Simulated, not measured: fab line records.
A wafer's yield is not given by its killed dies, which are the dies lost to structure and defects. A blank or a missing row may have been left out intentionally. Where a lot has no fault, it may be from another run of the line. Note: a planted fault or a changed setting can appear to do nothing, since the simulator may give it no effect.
fab line records ; flow nandHarc
[record] lots = 13; wafers = 37; lastDay = 24
route steps=1159 shown A_STAIRCASE@591
lots that met no fault: from a run of the same line without faults
startH: hours from the record's opening day to when the first of the lot's shown wafers began ; waitH: time in hours since the lot's previous step ; " same as the row above ; L1.1+2: a single row standing in for several wafers ; - either no value or no given start ; * or withheld: withheld ; < > ~ a bound
route shown NAME@n: names a module that has steps shown in the file, with the first one's number in the route ; usual: the fault-free wafers' mean and standard deviation ; same: alike in all rows ; chamber/n: place in a boat ; sites: per-site readings ; _std_site: standard deviation of those values ; _edge_site: mean of outer sites minus mean of inner sites ; radiusMm: how far each site lies from the wafer's centre ; mask NAME#n: copy n ; behind: tool/chamber where the wafer was last shaped ; hold: why the lot was held/for how many hours/how that ended ; device: transistor that didn't switch, given as n, p or np ; end of line: tests of these same wafers at the route's end ; step lacking rows: just its recipe ; killed: dies lost to structure and defects at the first sort, not the wafer's yield ; map: a wafer's dies, marking killed ones x, the rest . and places with no die _
set.NAME: the setting the step ran with; set.NAME@STEP: the setting that earlier step ran with ; model.NAME: the simulator's own value behind a step, which no gauge read
a sample of lots followed through the steps of the route, with each step as a table and each wafer as a row
services: the hour from which a tool's chamber was out of use, counted from the record's first day as startH (under 0 if before that day), plus the number of hours and why
[[steps]]
[step NHARC_A_STAIRCASE_ETCH_197]
[recipe] targetDepthA = 1000; timeS = 40.5; ionEnergyEv = 400; c4f8FlowSccm = 20; o2FlowSccm = 10; arFlowSccm = withheld; rfW = 600; biasW = 1000; chemistry = C4F8/O2
[usual] oesProductAu = 0.949/0.015; rfFwdPowerW = 591.7/3; rfVppV = 893/4.7
lot.wafer;tool;chamber;startH;waitH;oesProductAu;rfFwdPowerW;rfHoursCounterH;rfVppV
L778.1;rieDiel-01;0;-;-;0.959;598.6;43;888
L778.6;rieDiel-01;1;-;-;0.948;593.8;-;890
L778.5;rieDiel-01;2;-;-;0.937;592.9;-;901
L776.3;rieDiel-07;1;-;-;0.978;590.0;4;897
L776.2;rieDiel-07;2;-;-;0.985;593.9;3;898
L776.4;rieDiel-07;3;-;-;0.973;598.1;4;894
L777.3;rieDiel-01;1;-;-;0.955;590.9;46;889
L777.4;rieDiel-01;0;-;-;0.950;591.9;44;890
L777.6;rieDiel-01;2;-;-;0.933;595.8;-;900
L781.2;rieDiel-01;0;-;-;0.967;592.9;49;886
L781.1;rieDiel-01;2;-;-;0.971;595.9;46;899
L781.6;rieDiel-01;0;-;-;0.968;593.7;-;888
L790.2;rieDiel-01;3;-;-;0.953;592.9;61;894
L790.3;rieDiel-01;0;-;-;0.976;596.3;66;889
L790.6;rieDiel-01;2;-;-;0.944;591.2;-;900
L787.1;rieDiel-08;3;-;-;0.951;585.6;3;889
L787.6;rieDiel-08;3;-;-;0.945;584.5;-;890
L791.1;rieDiel-01;0;-;-;0.946;593.0;5;886
L791.5;rieDiel-01;1;-;-;0.962;592.0;-;889
L791.6;rieDiel-01;2;-;-;0.959;592.2;-;900
L789.1;rieDiel-08;0;-;-;0.970;591.5;13;888
L789.3;rieDiel-08;3;-;-;0.982;586.8;14;889
L793.4;rieDiel-01;1;-;-;0.952;591.3;10;889
L793.3;rieDiel-01;2;-;-;0.940;593.4;10;899
L793.1;rieDiel-01;3;-;-;0.945;592.9;13;895
L795.3;rieDiel-07;1;-;-;0.953;590.4;42;896
L795.1;rieDiel-07;2;-;-;0.954;595.5;43;896
L795.4;rieDiel-07;3;-;-;0.923;594.6;42;896
L797.4;rieDiel-01;3;-;-;0.945;594.2;20;893
L797.2;rieDiel-01;1;-;-;0.941;591.3;16;889
L797.1;rieDiel-01;2;-;-;0.958;592.1;17;900
L798.3;rieDiel-01;1;-;-;0.938;593.3;19;889
L798.4;rieDiel-01;2;-;-;0.943;590.3;19;899
L798.6;rieDiel-01;1;-;-;0.927;592.2;-;890
L799.1;rieDiel-07;2;-;-;0.959;591.8;52;895
L799.4;rieDiel-07;0;-;-;0.959;594.2;47;903
L799.2;rieDiel-07;1;-;-;0.953;587.1;50;895
[step NHARC_A_STAIRCASE_ETCH_199]
[recipe] targetDepthA = 1000; timeS = 40.5; ionEnergyEv = 400; c4f8FlowSccm = 20; o2FlowSccm = 10; arFlowSccm = withheld; rfW = 600; biasW = 1000; chemistry = C4F8/O2
[usual] oesProductAu = 0.945/0.012; rfFwdPowerW = 592/3; rfVppV = 892/4.7
lot.wafer;tool;chamber;startH;waitH;oesProductAu;rfFwdPowerW;rfHoursCounterH;rfVppV
L778.1;rieDiel-01;0;-;-;0.947;593;43;889
L778.6;rieDiel-01;0;-;-;0.957;590;-;889
L778.5;rieDiel-01;1;-;-;0.958;590;-;889
L776.3;rieDiel-07;2;-;-;0.974;594;3;897
L776.4;rieDiel-07;3;-;-;0.962;593;4;895
L776.2;rieDiel-07;1;-;-;0.949;590;4;895
L777.3;rieDiel-01;2;-;-;0.935;591;42;899
L777.4;rieDiel-01;0;-;-;0.944;592;45;887
L777.6;rieDiel-01;3;-;-;0.920;594;-;894
L781.2;rieDiel-01;2;-;-;0.963;594;46;900
L781.1;rieDiel-01;0;-;-;0.966;593;49;889
L781.6;rieDiel-01;2;-;-;0.965;590;-;900
L790.3;rieDiel-01;0;-;-;0.949;593;66;886
L790.2;rieDiel-01;3;-;-;0.936;591;61;895
L790.6;rieDiel-01;0;-;-;0.949;593;-;888
L787.1;rieDiel-08;1;-;-;0.926;596;2;894
L787.6;rieDiel-08;1;-;-;0.933;596;-;895
L791.1;rieDiel-01;2;-;-;0.942;591;4;898
L791.6;rieDiel-01;0;-;-;0.955;594;-;888
L791.5;rieDiel-01;1;-;-;0.951;592;-;891
L789.3;rieDiel-08;1;-;-;0.948;594;11;894
L789.1;rieDiel-08;3;-;-;0.947;591;14;887
L793.4;rieDiel-01;0;-;-;0.970;593;13;887
L793.1;rieDiel-01;2;-;-;0.955;592;11;899
L793.3;rieDiel-01;3;-;-;0.938;587;13;894
L795.1;rieDiel-07;2;-;-;0.957;595;43;898
L795.3;rieDiel-07;0;-;-;0.936;593;38;905
L795.4;rieDiel-07;1;-;-;0.947;589;42;893
L797.1;rieDiel-01;1;-;-;0.946;593;16;888
L797.2;rieDiel-01;2;-;-;0.942;591;17;900
L797.4;rieDiel-01;3;-;-;0.945;592;20;893
L798.3;rieDiel-01;0;-;-;0.948;595;22;885
L798.4;rieDiel-01;2;-;-;0.941;592;19;899
L798.6;rieDiel-01;0;-;-;0.953;597;-;887
L799.4;rieDiel-07;2;-;-;0.951;596;52;896
L799.1;rieDiel-07;3;-;-;0.946;593;54;894
L799.2;rieDiel-07;0;-;-;0.956;593;47;903
[step NHARC_A_STAIRCASE_TRIM_200]
[recipe] timeS = 211.2; o2FlowSccm = 500; arFlowSccm = 0; biasW = 0; chemistry = O2
[usual] drypumpMotorCurrentA = 5.7/0.45; oesProductAu = 1.003/0.0097; rfVppV = 57.5/0.77; runLengthS = 232.5/0.4; showerheadPlenumPTorr = 3.44/0.13; throttleValvePct = 17.036/0.0091
lot.wafer;tool;chamber;startH;waitH;drypumpMotorCurrentA;oesProductAu;rfHoursCounterH;rfVppV;runLengthS;showerheadPlenumPTorr;throttleValvePct
L778.1;rieDiel-01;3;257.96;-;5.4;0.978;40;58.4;231.7;3.48;17.038
L778.5;rieDiel-01;1;257.96;-;5.1;1.001;-;56.2;232.5;3.36;17.053
L778.6;rieDiel-01;2;257.96;-;6.0;0.990;-;56.8;232.9;3.63;17.027
L776.3;rieDiel-07;2;259.41;-;5.9;1.003;3;58.3;232.3;3.56;17.036
L776.2;rieDiel-07;0;259.41;-;5.8;1.016;4;58.6;232.4;3.77;17.043
L776.4;rieDiel-07;1;259.41;-;5.6;1.019;4;57.1;232.2;3.51;17.023
L777.3;rieDiel-01;0;260.82;-;6.7;1.016;45;57.2;232.8;3.31;17.046
L777.4;rieDiel-01;2;260.82;-;6.0;1.009;42;57.1;232.7;3.63;17.030
L777.6;rieDiel-01;0;260.82;-;6.7;1.007;-;56.6;233.0;3.31;17.038
L781.2;rieDiel-01;1;266.98;-;5.1;1.006;49;57.9;232.2;3.35;17.042
L781.1;rieDiel-01;2;266.98;-;6.0;1.004;46;58.2;232.7;3.63;17.044
L781.6;rieDiel-01;3;266.98;-;5.4;0.978;-;59.1;232.2;3.48;17.025
L790.2;rieDiel-01;0;314.60;-;6.7;1.008;66;56.4;232.5;3.30;17.030
L790.3;rieDiel-01;1;314.60;-;5.1;0.994;69;57.1;232.1;3.34;17.049
L790.6;rieDiel-01;0;314.60;-;6.7;1.012;-;55.5;232.8;3.30;17.040
L787.1;rieDiel-08;2;317.51;-;6.0;1.003;2;57.0;256.7;3.38;17.014
L787.6;rieDiel-08;0;317.51;-;5.8;1.016;-;58.2;232.5;3.33;17.032
L791.1;rieDiel-01;3;334.46;-;5.4;0.992;5;57.1;232.1;3.47;17.027
L791.6;rieDiel-01;0;334.46;-;6.7;1.015;-;57.9;232.7;3.30;17.033
L791.5;rieDiel-01;1;334.46;-;5.1;1.007;-;57.9;232.6;3.34;17.047
L789.1;rieDiel-08;1;334.80;-;5.5;0.987;11;58.3;257.1;3.48;17.037
L789.3;rieDiel-08;0;334.80;-;5.8;0.993;13;58.2;256.5;3.32;17.012
L793.3;rieDiel-01;3;355.43;-;5.4;1.003;13;56.5;231.6;3.46;17.041
L793.4;rieDiel-01;0;355.43;-;6.7;1.007;13;58.0;232.6;3.29;17.034
L793.1;rieDiel-01;1;355.43;-;5.1;0.998;11;57.4;231.9;3.34;17.026
L795.3;rieDiel-07;0;358.99;-;5.8;1.005;38;58.0;232.5;3.75;17.041
L795.4;rieDiel-07;2;358.99;-;5.9;1.011;43;57.0;232.4;3.54;17.034
L795.1;rieDiel-07;3;358.99;-;5.3;0.999;43;57.6;233.0;3.48;17.044
L797.4;rieDiel-01;1;374.67;-;5.1;0.992;17;56.4;232.9;3.34;17.044
L797.1;rieDiel-01;2;374.67;-;6.1;0.989;17;57.2;232.9;3.61;17.049
L797.2;rieDiel-01;3;374.67;-;5.4;0.988;20;57.0;231.7;3.46;17.030
L798.4;rieDiel-01;3;380.65;-;5.4;0.994;23;57.2;232.1;3.46;17.028
L798.3;rieDiel-01;0;380.65;-;6.7;1.031;22;56.5;232.5;3.29;17.032
L798.6;rieDiel-01;0;380.65;-;6.7;1.017;-;56.5;232.9;3.29;17.035
L799.1;rieDiel-07;0;382.61;-;5.8;1.014;47;56.6;232.5;3.74;17.026
L799.4;rieDiel-07;2;382.61;-;5.9;1.007;52;57.9;232.3;3.53;17.020
L799.2;rieDiel-07;3;382.61;-;5.3;1.005;54;57.9;233.0;3.47;17.044
[step NHARC_A_STAIRCASE_STRIP_205]
[recipe] powerW = 1500; tempC = 250; chemistry = O2
[usual] drypumpMotorCurrentA = 5.7/0.45; heaterPowerW = 331/26; tempC = 249.98/0.19
lot.wafer;tool;chamber;startH;waitH;drypumpMotorCurrentA;heaterPowerW;rfHoursCounterH;tempC
L778.1;plasmaAsher-01;1;258.89;0.4;5.2;328;51;249.97
L778.6;plasmaAsher-01;0;258.89;0.4;5.9;316;-;249.58
L778.5;plasmaAsher-01;1;258.89;0.4;5.2;340;-;250.04
L776.2;plasmaAsher-01;1;259.97;0.1;5.2;327;51;250.05
L776.4;plasmaAsher-01;1;259.97;0.1;5.2;321;-;249.88
L776.3;plasmaAsher-01;0;259.97;0.1;5.9;318;-;249.59
L777.4;plasmaAsher-02;1;261.48;0.2;6.3;369;-;250.09
L777.3;plasmaAsher-02;0;261.48;0.2;5.4;319;-;249.86
L777.6;plasmaAsher-02;1;261.48;0.2;6.3;373;-;249.79
L781.1;plasmaAsher-02;0;267.70;0.1;5.4;314;26;250.10
L781.2;plasmaAsher-02;1;267.70;0.1;6.3;374;26;250.04
L781.6;plasmaAsher-02;0;267.70;0.1;5.4;320;-;250.19
L790.2;plasmaAsher-02;1;315.16;0.1;6.3;375;44;249.90
L790.3;plasmaAsher-02;0;315.16;0.1;5.4;303;-;249.95
L790.6;plasmaAsher-02;1;315.16;0.1;6.3;361;-;249.70
L787.1;plasmaAsher-02;1;321.48;0.2;6.3;372;46;250.02
L787.6;plasmaAsher-02;1;321.48;0.2;6.3;370;-;250.06
L791.1;plasmaAsher-02;0;335.02;0.1;5.4;319;52;250.07
L791.6;plasmaAsher-02;1;335.02;0.1;6.3;372;-;249.86
L791.5;plasmaAsher-02;0;335.02;0.1;5.4;317;-;250.06
L789.1;plasmaAsher-01;0;335.41;0.1;5.9;298;17;250.16
L789.3;plasmaAsher-01;1;335.41;0.1;5.2;335;-;249.75
L793.1;plasmaAsher-01;1;356.03;0.1;5.2;321;23;249.95
L793.3;plasmaAsher-01;0;356.03;0.1;5.9;303;-;249.81
L793.4;plasmaAsher-01;1;356.03;0.1;5.2;329;-;249.91
L795.1;plasmaAsher-02;1;359.55;0.1;6.3;370;58;249.99
L795.3;plasmaAsher-02;1;359.55;0.1;6.3;365;-;249.90
L795.4;plasmaAsher-02;0;359.55;0.1;5.4;316;-;250.22
L797.2;plasmaAsher-01;0;375.49;0.2;5.9;307;34;249.95
L797.1;plasmaAsher-01;1;375.49;0.2;5.2;324;34;249.96
L797.4;plasmaAsher-01;0;375.49;0.2;5.9;311;-;250.24
L798.4;plasmaAsher-02;0;381.31;0.2;5.4;315;-;249.94
L798.3;plasmaAsher-02;1;381.31;0.2;6.4;354;-;250.14
L798.6;plasmaAsher-02;0;381.31;0.2;5.4;311;-;249.81
L799.2;plasmaAsher-01;0;383.17;0.1;6.0;305;36;250.08
L799.1;plasmaAsher-01;1;383.17;0.1;5.2;321;36;249.88
L799.4;plasmaAsher-01;0;383.17;0.1;5.9;305;-;249.96
[[services]]
tool;chamber;startH;hours;kind
rieDiel-08;-;236.07;1.2;repair
rieDiel-01;0;245.01;-;clean
rieDiel-01;1;245.01;-;clean
rieDiel-01;2;245.01;-;clean
rieDiel-01;3;245.01;-;clean
rieDiel-08;3;254.08;6.2;repair
rieDiel-01;0;269.51;-;clean
rieDiel-01;1;269.51;-;clean
rieDiel-01;2;269.51;-;clean
rieDiel-01;3;269.51;-;clean
plasmaAsher-01;-;276.00;9.0;pm
rieDiel-01;0;294.01;-;clean
rieDiel-01;1;294.01;-;clean
rieDiel-01;2;294.01;-;clean
rieDiel-01;3;294.01;-;clean
rieDiel-08;-;302.88;9.0;pm
rieDiel-01;-;314.93;9.0;pm
rieDiel-01;0;314.93;9.0;ventCycle
rieDiel-01;1;314.93;9.0;ventCycle
rieDiel-01;2;314.93;9.0;ventCycle
rieDiel-01;3;314.93;9.0;ventCycle
rieDiel-08;-;321.30;0.4;repair
rieDiel-08;1;348.57;18.6;repair
plasmaAsher-02;-;360.00;9.0;pm
[[key]]
[firstSign] step = NHARC_A_STAIRCASE_TRIM_200; reading = runLengthS; direction = up; sigmas = 61; usual = *; struck = *
effect none on later readings
metAt NHARC_A_STAIRCASE_TRIM_200
struckLots L787,L789
struckWafers L787.1,L789.1,L789.3
sortLeftOut L787.1,L789.1,L789.3
testerLeftOut L787,L789
notActingAt NHARC_A_STAIRCASE_ETCH_197,NHARC_A_STAIRCASE_ETCH_199,NHARC_A_STAIRCASE_STRIP_205
[fault] kind = processParameterDrift; tool = rieDiel-08; chamber = -; onsetH = 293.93; steps = NHARC_A_STAIRCASE_TRIM_200; channel = timeS; offset = *; shape = step; endH = 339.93; scope = struckWafersOnly; actsIn = *; stated = *
// testerLeftOut: of these lots the tester's yield and bins aren't shown, on N5 and GAA mostly nor the transistor test; their killed dies are dies lost to structure and defects alone, not to doping, threshold or leakage, so they don't give the yield
// sortLeftOut: the simulated sort isn't trusted on such a fault, so these wafers' sort isn't shown, and their yield isn't known
